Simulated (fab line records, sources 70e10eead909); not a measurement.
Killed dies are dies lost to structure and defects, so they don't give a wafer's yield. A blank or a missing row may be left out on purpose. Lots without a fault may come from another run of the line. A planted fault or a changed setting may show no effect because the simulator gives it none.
fab line records | flow nand_harc | part 2 of 2: steps 4 to 6 of 6
record lots=22 wafers=66 last_day=32
route steps=1302 shown A_CONTACT@1024
lots that met no fault: from a run of the same line without faults
start_h: hours from the record's first day to the start of the lot's first wafer shown | wait_h: hours since the lot's step before | " the same as in the row above | L1.1+2: a row that stands for several wafers | - no value, or no start given | * or withheld: withheld | < > ~ a bound
route shown NAME@n: a module of which the file shows steps, and the number in the route of the first | usual: mean/standard deviation of fault-free wafers | same: alike in all rows | chamber/n: place in a boat | sites: the reading at each site | _std_site: their standard deviation | _edge_site: outer sites' mean less inner sites' | radius_mm: how far each site lies from the wafer's centre | mask NAME#n: copy n | behind: the tool/chamber that last shaped the wafer | hold: why the lot was held/for how many hours/how that ended | device: the transistor (n, p or np) that didn't switch | end of line: the same wafers' tests at the end of the route | a step without rows: its recipe alone | killed: dies lost to structure and defects at the first sort, not the wafer's yield | map: a wafer's dies, x killed, . not, _ none there
set.NAME: the setting as run; set.NAME@STEP: as run at that earlier step | model.NAME: the simulator's own value behind a step, which no gauge read
steps of the route over a sample of lots; a table a step, a row a wafer
services: from which hour (start_h, from the record's first day; less than 0 if before it) a tool's chamber was out of use, for how many hours, and why
## steps
# step NHARC_A_CONTACT_ETCH_88
# recipe target_depth_a=390 over_etch_frac=0.3 time_s=65 ion_energy_ev=80 cf4_flow_sccm=150 ar_flow_sccm=0 rf_w=300 bias_w=100 chemistry=CF4
# usual drypump_motor_current_A=5.8/0.65 mfc_ar_sccm=0.008/0.0071 oes_product_au=1.001/0.0072 rf_vpp_V=151.4/1.3 showerhead_plenum_p_Torr=1.78/0.079 throttle_valve_pct=13.283/0.009
# columns lot.wafer tool chamber start_h wait_h drypump_motor_current_A mfc_ar_sccm oes_product_au rf_hours_counter_h rf_vpp_V showerhead_plenum_p_Torr throttle_valve_pct
L074.3 rie_diel-12 3 510.28 0.1 6.3 0.022 1.003 16 152.7 1.86 13.275
L074.1 " 0 " " 5.0 0.003 1.002 14 152.0 1.90 13.296
L074.6 " 3 " " 6.3 0.022 1.002 - 151.5 1.86 13.292
L075.2 rie_diel-04 3 526.91 0.1 6.2 0 0.995 23 150.9 1.78 13.282
L075.4 " 0 " " 6.8 0.011 1.005 23 151.0 1.64 13.276
L075.3 " 1 " " 5.1 0 0.997 19 149.6 1.75 13.289
L078.3 rie_diel-13 2 529.98 0.1 5.7 0.013 1.003 0 149.4 1.68 13.283
L078.2 " 1 " " 5.2 0.015 0.995 1 150.5 1.74 13.289
L078.5 " 2 " " 5.7 0.013 1.005 - 148.1 1.68 13.279
L077.4 rie_diel-13 2 532.42 0.1 5.7 0.013 1.010 1 151.0 1.68 13.281
L077.1 " 3 " " 5.0 0 1.005 1 152.1 1.82 13.296
L077.5 " 3 " " 5.0 0 0.997 - 152.4 1.82 13.280
L079.2 rie_diel-04 1 548.30 0.1 5.1 0 1.007 0 150.6 1.75 13.280
L079.3 " 3 " " 6.2 0 1.016 2 152.5 1.78 13.300
L079.5 " 1 " " 5.1 0 0.998 - 151.7 1.75 13.282
L076.3 rie_diel-13 0 554.99 0.1 6.5 0.009 0.994 9 151.6 1.67 13.295
L076.1 " 1 " " 5.1 0.015 0.997 11 151.0 1.74 13.272
L076.2 " 3 " " 5.0 0 0.997 8 152.7 1.82 13.285
L080.2 rie_diel-04 0 562.27 0.1 6.8 0.011 1.009 4 152.7 1.91 13.280
L080.1 " 1 " " 5.1 0 0.991 2 151.7 1.75 13.294
L080.5 " 1 " " 5.2 0 1.009 - 149.8 1.75 13.284
L082.4 rie_diel-04 2 585.51 0.1 5.7 0.011 0.999 6 153.0 1.84 13.277
L082.1 " 0 " " 6.8 0.011 0.998 7 153.3 1.91 13.296
L082.6 " 2 " " 5.7 0.011 0.997 - 152.4 1.84 13.290
L081.2 rie_diel-12 0 586.64 0.1 5.0 0.003 1.000 41 151.9 1.90 13.293
L081.1 " 3 " " 6.2 0.022 0.995 40 151.8 1.85 13.282
L081.5 " 0 " " 5.0 0.003 0.996 - 152.5 1.90 13.274
L083.2 rie_diel-13 2 608.81 0.1 5.7 0.013 1.006 30 148.8 1.67 13.295
L083.3 " 3 " " 5.0 0 0.998 31 151.7 1.81 13.282
L083.6 " 2 " " 5.7 0.013 1.011 - 150.8 1.67 13.289
L084.1 rie_diel-13 0 619.31 0.1 6.4 0.009 0.999 33 148.6 1.67 13.270
L084.4 " 3 " " 5.0 0 1.011 - 151.6 1.81 13.269
L084.5 " 2 " " 5.7 0.013 1.003 - 150.4 1.67 13.292
L085.2 rie_diel-12 2 621.01 0.1 6.4 0 1.003 55 147.9 1.67 13.296
L085.6 " 2 " " 6.4 0 1.003 - 150.1 1.67 13.282
L085.5 " 0 " " 5.0 0.003 1.001 - 153.0 1.89 13.280
L086.4 rie_diel-04 2 637.18 0.1 5.7 0.011 1.001 14 151.1 1.83 13.280
L086.2 " 0 " " 6.8 0.011 1.010 16 153.6 1.90 13.292
L086.5 " 2 " " 5.7 0.011 1.004 - 151.5 1.83 13.273
L087.3 rie_diel-04 0 639.89 0.1 6.8 0.011 1.002 17 154.0 1.90 13.285
L087.2 " 1 " " 5.1 0 1.003 13 150.3 1.75 13.286
L087.4 " 2 " " 5.7 0.011 1.001 15 153.2 1.83 13.281
L089.4 rie_diel-04 1 658.67 0.1 5.2 0 0.989 16 152.0 1.74 13.293
L089.1 " 2 " " 5.7 0.011 1.015 18 152.5 1.83 13.268
L089.3 " 0 " " 6.8 0.011 1.007 20 151.2 1.90 13.287
L088.4 rie_diel-13 2 661.37 0.1 5.7 0.013 0.995 50 150.6 1.67 13.296
L088.3 " 1 " " 5.2 0.015 0.996 43 149.7 1.73 13.277
L088.6 " 3 " " 5.0 0 0.993 - 151.4 1.81 13.282
L091.4 rie_diel-12 0 690.43 0.1 5.0 0.003 0.997 19 154.3 1.89 13.271
L091.1 " 1 " " 4.8 0.019 1.006 19 151.0 1.72 13.277
L091.3 " 3 " " 6.3 0.022 1.000 19 152.9 1.84 13.278
L090.4 rie_diel-04 3 693.57 0.1 6.2 0 1.008 - 151.0 1.78 13.278
L090.6 " 0 " " 6.8 0.011 1.008 - 152.4 1.90 13.288
L090.5 " 2 " " 5.7 0.011 1.006 - 151.8 1.83 13.280
L092.2 rie_diel-04 0 700.87 0.1 6.8 0.011 0.995 29 152.4 1.90 13.293
L092.4 " 0 " " 6.8 0.011 0.998 - 153.4 1.90 13.284
L092.6 " 2 " " 5.7 0.011 0.998 - 151.5 1.83 13.281
L095.1 rie_diel-13 1 708.12 0.1 5.2 0.015 0.991 0 149.0 1.72 13.288
L095.4 " 2 " " 5.7 0.013 0.989 0 149.7 1.66 13.285
L095.5 " 2 " " 5.7 0.013 0.989 - 150.0 1.66 13.284
L094.2 rie_diel-12 3 710.00 0.1 6.2 0.022 0.990 27 152.7 1.84 13.267
L094.6 " 2 " " 6.4 0 1.006 - 151.0 1.67 13.277
L094.5 " 3 " " 6.2 0.022 0.993 - 150.8 1.84 13.296
L096.1 rie_diel-04 2 723.31 0.1 5.7 0.011 0.997 1 150.3 1.83 13.289
L096.5 " 1 " " 5.2 0 1.009 - 152.0 1.74 13.280
L096.6 " 2 " " 5.7 0.011 0.993 - 153.0 1.83 13.287
# step NHARC_A_CONTACT_ETCH_89
# recipe target_depth_a=2600 over_etch_frac=0.3 time_s=475.3 ion_energy_ev=200 n2_flow_sccm=150 h2_flow_sccm=150 ar_flow_sccm=0 rf_w=400 bias_w=150 chemistry=N2/H2
# usual drypump_motor_current_A=5.8/0.66 mfc_ar_sccm=0.008/0.0071 oes_product_au=1.001/0.0074 rf_vpp_V=431/3 showerhead_plenum_p_Torr=2.05/0.1 throttle_valve_pct=14.172/0.0094
# columns lot.wafer tool chamber start_h wait_h drypump_motor_current_A mfc_ar_sccm oes_product_au rf_hours_counter_h rf_vpp_V showerhead_plenum_p_Torr throttle_valve_pct
L074.1 rie_diel-12 2 - - 6.4 0 1.011 19 428 1.93 14.155
L074.3 " 3 " " 6.3 0.022 1.005 17 435 2.15 14.162
L074.6 " 2 " " 6.4 0 1.012 - 428 1.93 14.187
L075.2 rie_diel-04 1 - - 5.1 0 1.003 19 431 2.02 14.174
L075.3 " 2 " " 5.7 0.011 0.988 22 434 2.13 14.188
L075.4 " 3 " " 6.2 0 0.998 23 431 2.06 14.166
L078.3 rie_diel-13 1 - - 5.2 0.015 1.001 1 428 2.00 14.158
L078.2 " 2 " " 5.8 0.013 1.000 0 427 1.93 14.172
L078.5 " 2 " " 5.8 0.013 1.004 - 427 1.93 14.172
L077.4 rie_diel-13 3 - - 5.0 0 0.984 2 432 2.11 14.160
L077.1 " 2 " " 5.8 0.013 0.996 2 428 1.93 14.179
L077.5 " 3 " " 5.0 0 0.988 - 432 2.11 14.174
L079.2 rie_diel-04 0 - - 6.8 0.011 1.000 2 434 2.22 14.161
L079.3 " 3 " " 6.2 0 1.010 2 431 2.06 14.183
L079.5 " 3 " " 6.3 0 1.011 - 430 2.06 14.163
L076.2 rie_diel-13 1 - - 5.2 0.015 1.000 11 429 2.00 14.171
L076.3 " 3 " " 5.0 0 1.000 8 432 2.10 14.176
L076.1 " 0 " " 6.5 0.009 1.005 9 427 1.92 14.154
L080.2 rie_diel-04 3 - - 6.3 0 1.005 4 432 2.06 14.165
L080.1 " 0 " " 6.8 0.011 1.010 4 436 2.22 14.177
L080.5 " 3 " " 6.3 0 1.014 - 430 2.06 14.171
L082.4 rie_diel-04 0 - - 6.8 0.011 1.000 7 434 2.22 14.171
L082.1 " 1 " " 5.1 0 0.996 5 431 2.01 14.166
L082.6 " 3 " " 6.2 0 0.996 - 431 2.05 14.186
L081.2 rie_diel-12 0 - - 5.0 0.003 0.990 41 435 2.20 14.176
L081.1 " 2 " " 6.4 0 1.000 43 428 1.92 14.179
L081.5 " 0 " " 5.0 0.003 0.996 - 435 2.20 14.169
L083.3 rie_diel-13 1 - - 5.2 0.015 1.007 29 430 1.99 14.156
L083.2 " 3 " " 5.0 0 1.002 31 433 2.09 14.182
L083.6 " 0 " " 6.5 0.009 0.997 - 426 1.91 14.161
L084.1 rie_diel-13 0 - - 6.4 0.009 1.007 33 426 1.91 14.159
L084.5 " 0 " " 6.4 0.009 0.993 - 428 1.91 14.174
L084.4 " 3 " " 5.0 0 0.995 - 432 2.09 14.176
L085.2 rie_diel-12 0 - - 5.0 0.003 0.999 51 434 2.20 14.170
L085.6 " 0 " " 5.0 0.003 1.014 - 435 2.20 14.171
L085.5 " 3 " " 6.3 0.022 0.995 - 433 2.14 14.180
L086.2 rie_diel-04 1 - - 5.1 0 0.994 13 429 2.01 14.173
L086.4 " 3 " " 6.3 0 1.018 19 430 2.05 14.146
L086.5 " 0 " " 6.8 0.011 1.014 - 435 2.21 14.179
L087.3 rie_diel-04 3 - - 6.3 0 1.005 19 430 2.05 14.183
L087.2 " 1 " " 5.1 0 0.997 13 428 2.01 14.169
L087.4 " 2 " " 5.7 0.011 1.006 15 433 2.12 14.175
L089.4 rie_diel-04 2 - - 5.7 0.011 1.005 18 433 2.12 14.164
L089.3 " 3 " " 6.2 0 1.006 22 431 2.05 14.158
L089.1 " 0 " " 6.8 0.011 1.018 20 434 2.21 14.175
L088.3 rie_diel-13 3 - - 5.0 0 0.998 53 431 2.09 14.170
L088.4 " 0 " " 6.4 0.009 1.012 50 428 1.90 14.169
L088.6 " 2 " " 5.8 0.013 1.008 - 427 1.91 14.164
L091.3 rie_diel-12 3 - - 6.2 0.022 0.997 19 433 2.13 14.167
L091.4 " 0 " " 5.0 0.003 1.000 19 435 2.19 14.154
L091.1 " 1 " " 4.8 0.019 1.005 20 429 1.98 14.170
L090.5 rie_diel-04 2 - - 5.7 0.011 1.009 - 433 2.12 14.176
L090.4 " 3 " " 6.2 0 1.020 - 431 2.05 14.184
L090.6 " 0 " " 6.8 0.011 1.008 - 434 2.21 14.169
L092.2 rie_diel-04 3 - - 6.3 0 1.008 32 430 2.05 14.167
L092.6 " 0 " " 6.8 0.011 1.009 - 434 2.21 14.175
L092.4 " 2 " " 5.7 0.011 1.010 - 432 2.12 14.192
L095.1 rie_diel-13 0 - - 6.4 0.009 0.996 1 427 1.90 14.170
L095.4 " 1 " " 5.2 0.015 0.991 1 429 1.98 14.178
L095.5 " 3 " " 5.0 0 0.989 - 431 2.08 14.174
L094.2 rie_diel-12 2 - - 6.4 0 1.002 32 427 1.91 14.190
L094.5 " 1 " " 4.8 0.019 1.000 - 429 1.98 14.180
L094.6 " 2 " " 6.4 0 0.994 - 426 1.91 14.157
L096.1 rie_diel-04 1 - - 5.2 0 1.005 1 429 2.01 14.167
L096.5 " 2 " " 5.7 0.011 0.994 - 433 2.12 14.161
L096.6 " 3 " " 6.2 0 1.007 - 430 2.05 14.154
# step NHARC_A_CONTACT_ETCH_135
# recipe source_w=withheld pressure_mtorr=20 bias_v=1200 time_s=311 target_depth_a=19120 ar_flow_sccm=withheld c4f8_flow_sccm=withheld o2_flow_sccm=withheld chemistry=C4F8/O2/Ar
# columns lot.wafer tool chamber start_h wait_h rf_hours_counter_h
L074.1 har_cap_etch-02 0 512.86 0.2 85
L074.3 " 1 " " -
L074.6 " 0 " " -
L075.2 har_cap_etch-03 0 528.21 0.2 46
L075.4 " 0 " " -
L075.3 " 1 " " -
L078.2 har_cap_etch-02 1 531.22 0.2 88
L078.3 " 1 " " -
L078.5 " 1 " " -
L077.1 har_cap_etch-03 1 534.28 0.2 47
L077.4 " 0 " " -
L077.5 " 0 " " -
L079.2 har_cap_etch-01 0 549.66 0.2 8
L079.3 " 1 " " -
L079.5 " 1 " " -
L076.2 har_cap_etch-02 0 556.23 0.2 94
L076.1 " 1 " " 94
L076.3 " 1 " " -
L080.1 har_cap_etch-01 0 563.51 0.2 10
L080.2 " 1 " " 10
L080.5 " 1 " " -
L082.1 har_cap_etch-02 0 586.78 0.2 97
L082.4 " 0 " " -
L082.6 " 0 " " -
L081.1 har_cap_etch-01 1 587.94 0.2 13
L081.2 " 0 " " 13
L081.5 " 0 " " -
L083.2 har_cap_etch-03 0 610.05 0.2 61
L083.3 " 1 " " -
L083.6 " 0 " " -
L084.1 har_cap_etch-01 1 620.73 0.2 18
L084.4 " 0 " " -
L084.5 " 0 " " -
L085.2 har_cap_etch-02 0 622.50 0.2 105
L085.5 " 1 " " -
L085.6 " 0 " " -
L086.2 har_cap_etch-03 0 638.46 0.2 64
L086.4 " 1 " " -
L086.5 " 1 " " -
L087.2 har_cap_etch-02 0 641.13 0.2 108
L087.4 " 0 " " -
L087.3 " 1 " " -
L089.1 har_cap_etch-03 1 659.96 0.2 68
L089.4 " 0 " " -
L089.3 " 1 " " -
L088.3 har_cap_etch-02 0 662.70 0.2 -
L088.4 " 1 " " -
L088.6 " 1 " " -
L091.1 har_cap_etch-02 0 694.44 0.2 117
L091.3 " 1 " " -
L091.4 " 0 " " -
L090.4 har_cap_etch-01 0 695.06 0.2 -
L090.5 " 0 " " -
L090.6 " 1 " " -
L092.2 har_cap_etch-01 0 702.34 0.2 33
L092.4 " 0 " " -
L092.6 " 1 " " -
L095.1 har_cap_etch-01 0 709.40 0.2 34
L095.4 " 1 " " -
L095.5 " 1 " " -
L094.2 har_cap_etch-03 1 711.31 0.2 79
L094.5 " 0 " " -
L094.6 " 1 " " -
L096.1 har_cap_etch-02 0 724.58 0.2 124
L096.5 " 1 " " -
L096.6 " 0 " " -
## services
# columns tool chamber start_h hours kind
rie_diel-04 0 486.01 - clean
rie_diel-04 1 486.01 - clean
rie_diel-04 2 486.01 - clean
rie_diel-04 3 486.01 - clean
har_cap_etch-01 - 497.00 17.0 pm
rie_diel-04 0 510.51 - clean
rie_diel-04 1 510.51 - clean
rie_diel-04 2 510.51 - clean
rie_diel-04 3 510.51 - clean
rie_diel-13 - 519.05 9.0 pm
rie_diel-04 - 532.01 9.0 pm
har_cap_etch-03 - 536.44 0.8 repair
rie_diel-04 2 541.95 6.8 repair
rie_diel-13 - 541.96 0.2 repair
rie_diel-12 3 581.97 1.5 repair
rie_diel-12 1 602.59 2.8 repair
rie_diel-04 3 614.29 2.4 repair
rie_diel-13 1 614.60 13.0 repair
rie_diel-12 - 623.40 9.0 pm
rie_diel-04 3 647.60 2.8 repair
rie_diel-12 1 650.10 4.9 repair
har_cap_etch-02 - 669.27 0.5 repair
rie_diel-13 - 696.05 9.0 pm
rie_diel-04 - 709.01 9.0 pm
